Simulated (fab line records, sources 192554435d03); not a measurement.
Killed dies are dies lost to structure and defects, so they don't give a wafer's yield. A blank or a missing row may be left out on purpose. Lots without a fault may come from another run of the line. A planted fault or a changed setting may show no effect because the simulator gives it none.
fab line records | flow n5_finfet
record lots=7 wafers=39
route steps=1938 shown DUMMY_GATE@248 BEOL_M0_SAQP@672 BEOL_M9@1401 BEOL_M11@1536 BEOL_M12@1649 MIM_BOT@1833 PASSIVATION@1929
start_h: hours from the record's first day to the start of the lot's first wafer shown | wait_h: hours since the lot's step before | " the same as in the row above | L1.1+2: a row that stands for several wafers | - no value, or no start given | * or withheld: withheld | < > ~ a bound
route shown NAME@n: a module of which the file shows steps, and the number in the route of the first | usual: mean/standard deviation of fault-free wafers | same: alike in all rows | chamber/n: place in a boat | sites: the reading at each site | _std_site: their standard deviation | _edge_site: outer sites' mean less inner sites' | radius_mm: how far each site lies from the wafer's centre | mask NAME#n: copy n | behind: the tool/chamber that last shaped the wafer | hold: why the lot was held/for how many hours/how that ended | device: the transistor (n, p or np) that didn't switch | end of line: the same wafers' tests at the end of the route | a step without rows: its recipe alone | killed: dies lost to structure and defects at the first sort, not the wafer's yield | map: a wafer's dies, x killed, . not, _ none there
set.NAME: the setting as run; set.NAME@STEP: as run at that earlier step | model.NAME: the simulator's own value behind a step, which no gauge read
lots whose settings were changed on purpose; a table a step, a row a wafer
## steps
# step N5_DUMMY_GATE_ETCH_44
# recipe chemistry=HBr/O2 over_etch_frac=0.7 target_depth_a=1275 stop_on=SiO2 ion_energy_ev=60 bias_w=20 target=poly-Si mask_material=SiO2 pressure_mtorr=20 icp_w=400 HBr_flow_sccm=120 O2_flow_sccm=10
# usual oes_product_au=0.737/0.013
# columns lot.wafer tool chamber start_h wait_h set.target_depth_a oes_product_au
L074.1 rie_si-06 1 48.77 0.0 1275 0.737
L074.2 " 2 " " 1275 0.743
L074.3 " 3 " " 1275 0.728
L074.4 " 2 " " 1275 0.735
L074.5 " 1 " " 1275 0.736
L074.6 " 3 " " 1275 0.725
L078.3 rie_si-06 1 70.69 0.0 1275 0.738
L078.5 " 3 " " 1275 0.737
L078.6 " 0 " " 1275 0.746
L079.1 rie_si-02 1 80.50 0.0 1275 0.731
L079.2 " 0 " " 936.9 0.836
L079.3 " 3 " " 936.9 0.881
L079.4 " 2 " " 1275 0.732
L079.5 " 3 " " 936.9 0.878
L079.6 " 0 " " 1275 0.718
L083.1 rie_si-01 1 105.43 0.0 716.8 0.972
L083.2 " 0 " " 716.8 1.002
L083.3 " 2 " " 1275 0.740
L083.4 " 3 " " 716.8 1.003
L083.5 " 0 " " 1275 0.746
L083.6 " 3 " " 1275 0.745
L084.1 rie_si-06 3 109.15 0.0 932.5 0.869
L084.2 " 1 " " 932.5 0.865
L084.3 " 0 " " 1275 0.741
L084.4 " 2 " " 1275 0.744
L084.5 " 2 " " 932.5 0.881
L084.6 " 1 " " 1275 0.736
L087.1 rie_si-02 1 125.05 0.0 1275 0.733
L087.2 " 0 " " 1275 0.722
L087.3 " 3 " " 1275 0.750
L087.4 " 0 " " 1275 0.707
L087.5 " 1 " " 1275 0.744
L087.6 " 3 " " 1275 0.753
L088.1 rie_si-06 0 130.78 0.0 1275 0.741
L088.2 " 3 " " 902.7 0.846
L088.3 " 2 " " 1275 0.730
L088.4 " 1 " " 902.7 0.863
L088.5 " 1 " " 902.7 0.874
L088.6 " 0 " " 1275 0.734
# step N5_BEOL_M0_SAQP_ETCH_106
# recipe chemistry=N2/H2 target=SOC target_depth_a=1500 stop_on=SiNx ion_energy_ev=100 bias_w=61 pressure_mtorr=30 source_w=850 n2_flow_sccm=200 h2_flow_sccm=200
# columns lot.wafer tool chamber start_h wait_h set.target_depth_a model.SOC_of_BEOL_M0_SAQP_COAT_105.thk_nm
L074.1+5 rie_diel-04 1 108.93 - 1500 18.8
L074.2 " 0 " " 1500 22.6
L074.3+4+6 " 3,0,3 " " 2393 0
L078.3 rie_diel-01 1 134.11 - 1500 22.6
L078.5 " 2 " " 1500 19.2
L078.6 " 3 " " 1500 26.8
L079.1 rie_diel-01 3 141.46 - 1500 26.4
L079.2 " 1 " " 1787 7.4
L079.3 " 2 " " 1500 19.4
L079.4 " 0 " " 1787 14.4
L079.5 " 3 " " 1500 26.8
L079.6 " 2 " " 1787 4.2
L083.1 rie_diel-01 0 169.77 - 1226 40
L083.2 " 3 " " 1226 39.4
L083.3 " 1 " " 1500 20.8
L083.4 " 2 " " 1500 19
L083.5 " 0 " " 1500 26.2
L083.6 " 3 " " 1226 39.2
L084.1 rie_diel-04 1 172.23 - 1500 19.4
L084.2 " 2 " " 1172 40.2
L084.3 " 3 " " 1500 24.6
L084.4 " 0 " " 1172 39.4
L084.5 " 2 " " 1500 23.2
L084.6 " 3 " " 1172 41.4
L087.1 rie_diel-03 2 186.84 - 1500 23.2
L087.2 " 3 " " 1500 22.8
L087.3 " 1 " " 1500 24.4
L087.4 " 0 " " 1736 11.8
L087.5 " 2 " " 1736 10.8
L087.6 " 3 " " 1736 10.6
L088.1 rie_diel-04 0 198.49 - 1500 24.2
L088.2 " 2 " " 1500 24.6
L088.3 " 1 " " 1500 20
L088.4 " 3 " " 1500 25.2
L088.5 " 2 " " 1500 25
L088.6 " 3 " " 1500 25.6
# step N5_BEOL_M9_ILD_DEP_00
# recipe material=SiCOH_lowk target_thk_a=3085.1 temp_c=300 precursor=DEMS/porogen pressure_torr=5 rf_w=500 time_s=58
# columns lot.wafer tool chamber start_h wait_h set.time_s model.SiCOH_lowk_of_BEOL_M9_ILD_DEP_00.thk_nm
L074.1 pecvd-02 2 224.67 0.0 86.21 450
L074.2 " 0 " " 58 308
L074.3 " 1 " " 86.21 457.2
L074.4 " 1 " " 86.21 459.8
L074.5 " 0 " " 58 312.8
L074.6 " 2 " " 58 302.4
L078.3 pecvd-04 1 240.25 0.0 58 299.4
L078.5 " 2 " " 58 304
L078.6 " 1 " " 58 307.2
L079.1 pecvd-02 2 249.66 0.0 58 299.6
L079.2 " 0 " " 58 311
L079.3 " 1 " " 58 303.4
L079.4 " 1 " " 58 309.8
L079.5 " 0 " " 58 313.4
L079.6 " 2 " " 58 308.2
L083.1 pecvd-04 2 270.78 0.0 58 306.8
L083.2 " 1 " " 58 310
L083.3 " 0 " " 58 303.8
L083.4 " 1 " " 58 311
L083.5 " 2 " " 58 308.2
L083.6 " 0 " " 58 304.8
L084.1 pecvd-02 0 275.51 0.0 58 309.4
L084.2 " 2 " " 40.43 208.6
L084.3 " 1 " " 58 306.2
L084.4 " 2 " " 40.43 212.8
L084.5 " 0 " " 40.43 220.4
L084.6 " 1 " " 58 312
L087.1 pecvd-04 2 293.08 0.0 58 302.8
L087.2 " 1 " " 48.83 258.4
L087.3 " 0 " " 58 304.6
L087.4 " 0 " " 58 307.4
L087.5 " 1 " " 48.83 264.6
L087.6 " 2 " " 48.83 259.6
L088.1 pecvd-02 0 303.06 0.0 44.13 236
L088.2 " 2 " " 58 302.2
L088.3 " 1 " " 44.13 231.6
L088.4 " 1 " " 44.13 237.8
L088.5 " 0 " " 58 315.8
L088.6 " 2 " " 58 306.2
# step N5_BEOL_M9_CURE_71
# recipe temp_c=385 time_s=240 ambient=He/Ar material=SiCOH_lowk
# columns lot.wafer tool chamber start_h wait_h set.time_s@BEOL_M9_ILD_DEP_00 model.SiCOH_lowk_of_BEOL_M9_ILD_DEP_00.thk_nm
L074.1 uv_cure-02 2 224.74 0.0 86.21 394
L074.2 " 2 " " 58 267.6
L074.3 " 2 " " 86.21 400.4
L074.4 " 2 " " 86.21 402.8
L074.5 " 2 " " 58 271.8
L074.6 " 2 " " 58 262.6
L078.3 uv_cure-02 1 240.49 0.2 58 260
L078.5 " 1 " " 58 264
L078.6 " 1 " " 58 266.8
L079.1 uv_cure-02 0 249.73 0.0 58 260.2
L079.2 " 0 " " 58 270.2
L079.3 " 0 " " 58 263.4
L079.4 " 0 " " 58 269.2
L079.5 " 0 " " 58 272.2
L079.6 " 0 " " 58 267.8
L083.1 uv_cure-01 2 270.86 0.0 58 266.6
L083.2 " 2 " " 58 269.2
L083.3 " 2 " " 58 263.8
L083.4 " 2 " " 58 270.2
L083.5 " 2 " " 58 267.6
L083.6 " 2 " " 58 264.8
L084.1 uv_cure-03 2 275.59 0.0 58 268.8
L084.2 " 2 " " 40.43 180.2
L084.3 " 2 " " 58 266
L084.4 " 2 " " 40.43 183.8
L084.5 " 2 " " 40.43 190.6
L084.6 " 2 " " 58 271
L087.1 uv_cure-02 2 293.50 0.4 58 263
L087.2 " 2 " " 48.83 223.8
L087.3 " 2 " " 58 264.6
L087.4 " 2 " " 58 267.2
L087.5 " 2 " " 48.83 229.2
L087.6 " 2 " " 48.83 224.8
L088.1 uv_cure-03 0 303.17 0.1 44.13 204.2
L088.2 " 0 " " 58 262.4
L088.3 " 0 " " 44.13 200.2
L088.4 " 0 " " 44.13 205.8
L088.5 " 0 " " 58 274.4
L088.6 " 0 " " 58 266
# step N5_BEOL_M9_THK_MEAS_01
# recipe reads=SiCOH_lowk_of_BEOL_M9_ILD_DEP_00
# usual M9_ILD_THK=267/3.6
# columns lot.wafer tool chamber start_h wait_h set.time_s@BEOL_M9_ILD_DEP_00 M9_ILD_THK[nm]
L074.1 film_metro-01 - 225.26 0.4 86.21 394
L074.2 " - " " 58 268
L074.3 " - " " 86.21 401
L074.4 " - " " 86.21 402
L074.5 " - " " 58 272
L074.6 " - " " 58 263
L078.3 film_metro-02 - 240.86 0.3 58 260
L078.5 " - " " 58 264
L078.6 " - " " 58 267
L079.1 film_metro-02 - 250.25 0.4 58 260
L079.2 " - " " 58 270
L079.3 " - " " 58 263
L079.4 " - " " 58 269
L079.5 " - " " 58 272
L079.6 " - " " 58 268
L083.1 film_metro-02 - 271.37 0.4 58 267
L083.2 " - " " 58 269
L083.3 " - " " 58 264
L083.4 " - " " 58 270
L083.5 " - " " 58 268
L083.6 " - " " 58 265
L084.1 film_metro-02 - 277.54 1.6 58 269
L084.2 " - " " 40.43 180
L084.3 " - " " 58 266
L084.4 " - " " 40.43 184
L084.5 " - " " 40.43 190
L084.6 " - " " 58 271
L087.1 film_metro-02 - 294.01 0.4 58 263
L087.2 " - " " 48.83 224
L087.3 " - " " 58 265
L087.4 " - " " 58 267
L087.5 " - " " 48.83 229
L087.6 " - " " 48.83 225
L088.1 film_metro-02 - 304.16 0.8 44.13 204
L088.2 " - " " 58 262
L088.3 " - " " 44.13 200
L088.4 " - " " 44.13 206
L088.5 " - " " 58 274
L088.6 " - " " 58 266
# step N5_BEOL_M11_ILD_DEP_00
# recipe material=SiCOH_lowk target_thk_a=3085.1 temp_c=300 precursor=DEMS/porogen pressure_torr=5 rf_w=500 time_s=58
# columns lot.wafer tool chamber start_h wait_h set.target_thk_a model.SiCOH_lowk_of_BEOL_M11_ILD_DEP_00.thk_nm
L074.1 pecvd-04 1 241.90 0.0 3085.1 301
L074.2 " 2 " " 3085.1 305.6
L074.3 " 0 " " 3085.1 306
L074.4 " 2 " " 3085.1 306.8
L074.5 " 1 " " 3085.1 306.6
L074.6 " 0 " " 3085.1 313.4
L078.3 pecvd-01 1 259.42 0.1 3085.1 306.8
L078.5 " 1 " " 3085.1 305.8
L078.6 " 1 " " 3085.1 306.2
L079.1 pecvd-01 1 263.68 0.0 3085.1 300.8
L079.2 " 0 " " 3602 354.2
L079.3+5 " 2,1 " " 3085.1 306.4
L079.4 " 2 " " 3602 360.6
L079.6 " 0 " " 3602 360
L083.1 pecvd-02 2 288.78 0.0 4485 443.4
L083.2 " 1 " " 4485 437.4
L083.3 " 0 " " 3085.1 299.2
L083.4 " 0 " " 4485 445.6
L083.5 " 2 " " 3085.1 307.8
L083.6 " 1 " " 3085.1 303.6
L084.1 pecvd-04 1 295.64 0.0 2571 255
L084.2 " 0 " " 3085.1 312.6
L084.3 " 2 " " 2571 261
L084.4 " 2 " " 2571 260.2
L084.5 " 0 " " 3085.1 311.8
L084.6 " 1 " " 3085.1 315.8
L087.1 pecvd-04 0 306.88 0.0 1720 167.2
L087.2 " 2 " " 3085.1 303.2
L087.3+6 " 2,0 " " 3085.1 310.4
L087.4 " 0 " " 1720 174.8
L087.5 " 2 " " 1720 173.8
L088.1 pecvd-02 1 322.60 0.0 3085.1 303
L088.2 " 0 " " 4664 460.6
L088.3 " 2 " " 3085.1 309.6
L088.4 " 1 " " 4664 467.2
L088.5 " 2 " " 3085.1 314
L088.6 " 0 " " 4664 465.6
# step N5_BEOL_M11_CURE_71
# recipe temp_c=385 time_s=240 ambient=He/Ar material=SiCOH_lowk
# columns lot.wafer tool chamber start_h wait_h set.target_thk_a@BEOL_M11_ILD_DEP_00 model.SiCOH_lowk_of_BEOL_M11_ILD_DEP_00.thk_nm
L074.1 uv_cure-02 2 241.98 0.0 3085.1 261.4
L074.2 " 2 " " 3085.1 265.4
L074.3 " 2 " " 3085.1 265.6
L074.4 " 2 " " 3085.1 266.6
L074.5 " 2 " " 3085.1 266.4
L074.6 " 2 " " 3085.1 272.2
L078.3 uv_cure-01 0 259.72 0.3 3085.1 266.4
L078.5 " 0 " " 3085.1 265.6
L078.6 " 0 " " 3085.1 266
L079.1 uv_cure-03 0 263.90 0.2 3085.1 261.2
L079.2 " 0 " " 3602 308.4
L079.3+5 " 0 " " 3085.1 266
L079.4 " 0 " " 3602 314.2
L079.6 " 0 " " 3602 313.6
L083.1 uv_cure-01 1 288.85 0.0 4485 388.2
L083.2 " 1 " " 4485 382.6
L083.3 " 1 " " 3085.1 259.8
L083.4 " 1 " " 4485 390.2
L083.5 " 1 " " 3085.1 267.4
L083.6 " 1 " " 3085.1 263.8
L084.1 uv_cure-01 1 295.72 0.0 2571 220.8
L084.2 " 1 " " 3085.1 271.6
L084.3 " 1 " " 2571 226.2
L084.4 " 1 " " 2571 225.4
L084.5 " 1 " " 3085.1 270.8
L084.6 " 1 " " 3085.1 274.6
L087.1 uv_cure-02 0 306.99 0.1 1720 144
L087.2 " 0 " " 3085.1 263.4
L087.3+6 " 0 " " 3085.1 269.8
L087.4 " 0 " " 1720 150.6
L087.5 " 0 " " 1720 149.8
L088.1 uv_cure-02 2 322.68 0.0 3085.1 263.2
L088.2 " 2 " " 4664 403.4
L088.3 " 2 " " 3085.1 269
L088.4 " 2 " " 4664 409.4
L088.5 " 2 " " 3085.1 272.8
L088.6 " 2 " " 4664 408
# step N5_BEOL_M11_THK_MEAS_01
# recipe reads=SiCOH_lowk_of_BEOL_M11_ILD_DEP_00
# usual M11_ILD_THK=267/4.2
# columns lot.wafer tool chamber start_h wait_h set.target_thk_a@BEOL_M11_ILD_DEP_00 M11_ILD_THK[nm]
L074.1 film_metro-01 - 242.49 0.4 3085.1 261
L074.2 " - " " 3085.1 265
L074.3 " - " " 3085.1 266
L074.4 " - " " 3085.1 267
L074.5 " - " " 3085.1 266
L074.6 " - " " 3085.1 273
L078.3 film_metro-02 - 260.07 0.3 3085.1 267
L078.5 " - " " 3085.1 266
L078.6 " - " " 3085.1 266
L079.1 film_metro-02 - 265.85 1.6 3085.1 261
L079.2 " - " " 3602 308
L079.3 " - " " 3085.1 266
L079.4 " - " " 3602 314
L079.5 " - " " 3085.1 266
L079.6 " - " " 3602 314
L083.1 film_metro-01 - 289.37 0.4 4485 388
L083.2 " - " " 4485 383
L083.3 " - " " 3085.1 260
L083.4 " - " " 4485 390
L083.5 " - " " 3085.1 267
L083.6 " - " " 3085.1 264
L084.1 film_metro-01 - 296.23 0.4 2571 221
L084.2 " - " " 3085.1 272
L084.3 " - " " 2571 226
L084.4 " - " " 2571 226
L084.5 " - " " 3085.1 271
L084.6 " - " " 3085.1 275
L087.1 film_metro-02 - 307.50 0.4 1720 144
L087.2 " - " " 3085.1 263
L087.3 " - " " 3085.1 270
L087.4 " - " " 1720 151
L087.5 " - " " 1720 150
L087.6 " - " " 3085.1 270
L088.1 film_metro-02 - 323.19 0.4 3085.1 263
L088.2 " - " " 4664 404
L088.3 " - " " 3085.1 269
L088.4 " - " " 4664 409
L088.5 " - " " 3085.1 273
L088.6 " - " " 4664 408
# step N5_BEOL_M12_SPUTTER_44
# recipe material=Ta target_thk_a=100 temp_c=50 bias_v=80 power_w=15000 chamber_pressure_pa=0.07 time_s=16.13
# columns lot.wafer tool chamber start_h wait_h set.time_s model.Ta_of_BEOL_M12_SPUTTER_44.thk_nm
L074.1+5 pvd_sputter-02 - 259.14 0.0 22.2 13.6
L074.2 " - " " 22.2 13.8
L074.3+4+6 " - " " 16.13 10
L078.3+6 pvd_sputter-01 - 270.78 0.0 16.13 10
L078.5 " - " " 16.13 9.8
L079.1 pvd_sputter-03 - 277.34 0.0 16.13 9.8
L079.2 " - " " 9.432 6
L079.3 " - " " 16.13 10.2
L079.4 " - " " 9.432 5.8
L079.5 " - " " 9.432 5.6
L079.6 " - " " 16.13 10
L083.1+2+3+4+5+6 pvd_sputter-02 - 302.34 0.0 16.13 10
L084.1+2+5 pvd_sputter-01 - 305.88 0.0 10.71 6.6
L084.3+6 " - " " 16.13 9.8
L084.4 " - " " 16.13 10
L087.1+6 pvd_sputter-02 - 320.46 0.0 16.13 10
L087.2+3+5 " - " " 10.9 6.8
L087.4 " - " " 16.13 9.8
L088.1+2 pvd_sputter-01 - 338.58 0.0 21.2 13.4
L088.3 " - " " 16.13 9.8
L088.4 " - " " 21.2 13.2
L088.5 " - " " 16.13 10.2
L088.6 " - " " 16.13 10
# step N5_BEOL_M12_SPUTTER_45
# recipe material=Cu target_thk_a=800 temp_c=-20 bias_v=60 power_w=26000 chamber_pressure_pa=0.13 time_s=13.33
# step N5_BEOL_M12_ECD_47
# recipe material=Cu target_thk_a=7200
# step N5_BEOL_M12_ANNEAL_48
# recipe temp_c=225 time_s=90 ambient=N2
# step N5_BEOL_M12_CMP_49
# recipe stop_on=SiOC t_overpolish_s=20.6 down_force_psi=1 platen_rpm=50 clearing_platen_down_force_psi=1.5 clearing_platen_rpm=50 post_cmp_clean=cu_alkaline target_thk_nm=320 clearing_platen_pad_velocity_m_s=0.99484 pad_velocity_m_s=0.99484
# usual barrier_field_endpoint_s=30.7/0.72
# columns lot.wafer tool chamber start_h wait_h set.time_s@BEOL_M12_SPUTTER_44 barrier_field_endpoint_s
L074.4 cmp-01 1 260.48 0.3 16.13 30.6
L074.2 " 2 " " 22.2 36.1
L074.1 " 3 " " 22.2 35.5
L074.3 " 0 " " 16.13 29.9
L074.5 " 1 " " 22.2 34.4
L074.6 " 2 " " 16.13 31.2
L078.3 cmp-01 2 271.46 0.2 16.13 31.8
L078.6 " 1 " " 16.13 30.1
L078.5 " 2 " " 16.13 31.5
L079.4 cmp-03 3 277.98 0.1 9.432 25.7
L079.1 " 0 " " 16.13 31.9
L079.3 " 1 " " 16.13 31.1
L079.2 " 2 " " 9.432 27.4
L079.5 " 3 " " 9.432 25.7
L079.6 " 0 " " 16.13 30.9
L083.3 cmp-02 1 303.72 0.2 16.13 30.3
L083.4 " 2 " " 16.13 29.5
L083.1 " 3 " " 16.13 31.1
L083.2 " 0 " " 16.13 31.0
L083.5 " 1 " " 16.13 30.3
L083.6 " 2 " " 16.13 29.5
L084.1 cmp-02 2 306.66 0.3 10.71 25.9
L084.4 " 3 " " 16.13 30.8
L084.3 " 0 " " 16.13 31.3
L084.2 " 1 " " 10.71 26.9
L084.5 " 2 " " 10.71 25.6
L084.6 " 3 " " 16.13 30.6
L087.3 cmp-03 3 322.13 0.2 10.9 26.7
L087.4 " 0 " " 16.13 30.9
L087.2 " 1 " " 10.9 26.3
L087.1 " 2 " " 16.13 31.2
L087.5 " 3 " " 10.9 26.4
L087.6 " 0 " " 16.13 31.1
L088.1 cmp-01 3 339.22 0.3 21.2 35.2
L088.3 " 0 " " 16.13 30.3
L088.4 " 1 " " 21.2 34.9
L088.2 " 2 " " 21.2 36.0
L088.6 " 3 " " 16.13 31.6
L088.5 " 0 " " 16.13 30.8
# step N5_MIM_BOT_SPUTTER_00
# recipe material=TiN target_thk_a=350 temp_c=200 power_w=3000 chamber_pressure_pa=0.49996 gas=Ar reactive_partial_pa=0.37997 time_s=89.7
# columns lot.wafer tool chamber start_h wait_h set.target_thk_a model.TiN_of_MIM_BOT_SPUTTER_00.thk_nm
L074.1 pvd_sputter-03 - 286.57 0.0 350 34
L074.2+3+5 " - " " 450.1 44.8
L074.4 " - " " 350 34.6
L074.6 " - " " 350 34.4
L078.3 pvd_sputter-03 - 290.83 0.0 350 34.2
L078.5 " - " " 350 35
L078.6 " - " " 350 35.2
L079.1 pvd_sputter-01 - 305.54 0.0 475.6 48.2
L079.2+4 " - " " 475.6 47.8
L079.3 " - " " 350 35.6
L079.5+6 " - " " 350 35
L083.1+5 pvd_sputter-02 - 323.36 0.0 350 35.2
L083.2+3+4+6 " - " " 350 34.8
L084.1+5 pvd_sputter-03 - 330.72 0.0 350 35.2
L084.2+3+6 " - " " 350 35
L084.4 " - " " 350 33.8
L087.1 pvd_sputter-03 - 348.23 0.0 450.5 45.2
L087.2+4 " - " " 350 35
L087.3 " - " " 450.5 44.2
L087.5 " - " " 350 34.2
L087.6 " - " " 450.5 45
L088.1+2+6 pvd_sputter-02 - 362.21 0.0 257.7 25.6
L088.3 " - " " 350 34.6
L088.4 " - " " 350 34
L088.5 " - " " 350 34.2
# step N5_PASSIVATION_PASS_ETCH_47
# recipe chemistry=CF4/O2 target=SiNx target_depth_a=7700 time_s=385 ion_energy_ev=100 pressure_mtorr=40 source_w=535 bias_w=49 Ar_flow_sccm=100 cf4_flow_sccm=100 O2_flow_sccm=10
# columns lot.wafer tool chamber start_h wait_h set.time_s model.etch.depth_nm
L074.1 rie_diel-05 1 296.41 0.0 385 803.4
L074.2 " 3 " " 385 739.6
L074.3 " 2 " " 385 736.2
L074.4 " 3 " " 385 742.1
L074.5 " 1 " " 385 804.8
L074.6 " 2 " " 385 743.1
L078.3 rie_diel-05 1 308.71 0.0 385 803.1
L078.5 " 0 " " 385 751
L078.6 " 3 " " 385 728.8
L079.1 rie_diel-05 0 315.28 0.0 385 743.5
L079.2 " 1 " " 385 790.5
L079.3 " 2 " " 213.4 404.2
L079.4 " 3 " " 213.4 408
L079.5 " 2 " " 385 727.4
L079.6 " 1 " " 213.4 443.4
L083.1 rie_diel-06 1 332.28 0.0 319.4 640.6
L083.2 " 3 " " 385 765.5
L083.3 " 0 " " 385 774.5
L083.4 " 2 " " 385 799.3
L083.5 " 2 " " 319.4 661.2
L083.6 " 1 " " 319.4 639.8
L084.1 rie_diel-06 3 340.49 0.0 385 766.5
L084.2 " 2 " " 523.9 1071
L084.3 " 0 " " 385 778.9
L084.4 " 1 " " 523.9 1043
L084.5 " 2 " " 385 796
L084.6 " 1 " " 523.9 1057
L087.1 rie_diel-05 2 356.60 0.0 385 720
L087.2 " 0 " " 385 741.5
L087.3 " 3 " " 555 1063
L087.4 " 1 " " 555 1124
L087.5 " 2 " " 385 718.3
L087.6 " 3 " " 555 1062
L088.1 rie_diel-06 0 371.86 0.0 310 614.2
L088.2 " 2 " " 385 781.9
L088.3 " 3 " " 385 752.8
L088.4 " 1 " " 385 773.3
L088.5 " 1 " " 310 625.1
L088.6 " 0 " " 310 616.5
## key
split step=N5_DUMMY_GATE_ETCH_44 setting=target_depth_a stated=1275 by=wafer
response step=N5_DUMMY_GATE_ETCH_44 reading=oes_product_au change=-0.00519 per=1% r=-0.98
split step=N5_BEOL_M0_SAQP_ETCH_106 setting=target_depth_a stated=1500 by=wafer
response step=N5_BEOL_M0_SAQP_ETCH_106 reading=model.SOC_of_BEOL_M0_SAQP_COAT_105.thk_nm change=-0.483 per=1% r=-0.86
split step=N5_BEOL_M9_ILD_DEP_00 setting=time_s stated=58 by=wafer
response step=N5_BEOL_M9_ILD_DEP_00 reading=model.SiCOH_lowk_of_BEOL_M9_ILD_DEP_00.thk_nm change=+3.05 per=1% r=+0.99
response step=N5_BEOL_M9_CURE_71 reading=model.SiCOH_lowk_of_BEOL_M9_ILD_DEP_00.thk_nm change=+2.7 per=1% r=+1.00
response step=N5_BEOL_M9_THK_MEAS_01 reading=M9_ILD_THK change=+2.7 per=1% r=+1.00
split step=N5_BEOL_M11_ILD_DEP_00 setting=target_thk_a stated=3085.1 by=wafer
response step=N5_BEOL_M11_ILD_DEP_00 reading=model.SiCOH_lowk_of_BEOL_M11_ILD_DEP_00.thk_nm change=+3.07 per=1% r=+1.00
response step=N5_BEOL_M11_CURE_71 reading=model.SiCOH_lowk_of_BEOL_M11_ILD_DEP_00.thk_nm change=+2.72 per=1% r=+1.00
response step=N5_BEOL_M11_THK_MEAS_01 reading=M11_ILD_THK change=+2.72 per=1% r=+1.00
split step=N5_BEOL_M12_SPUTTER_44 setting=time_s stated=16.13 by=wafer
response step=N5_BEOL_M12_SPUTTER_44 reading=model.Ta_of_BEOL_M12_SPUTTER_44.thk_nm change=+0.0996 per=1% r=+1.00
response step=N5_BEOL_M12_CMP_49 reading=barrier_field_endpoint_s change=+0.133 per=1% r=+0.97
split step=N5_MIM_BOT_SPUTTER_00 setting=target_thk_a stated=350 by=wafer
response step=N5_MIM_BOT_SPUTTER_00 reading=model.TiN_of_MIM_BOT_SPUTTER_00.thk_nm change=+0.351 per=1% r=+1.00
split step=N5_PASSIVATION_PASS_ETCH_47 setting=time_s stated=385 by=wafer
response step=N5_PASSIVATION_PASS_ETCH_47 reading=model.etch.depth_nm change=+7.76 per=1% r=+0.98
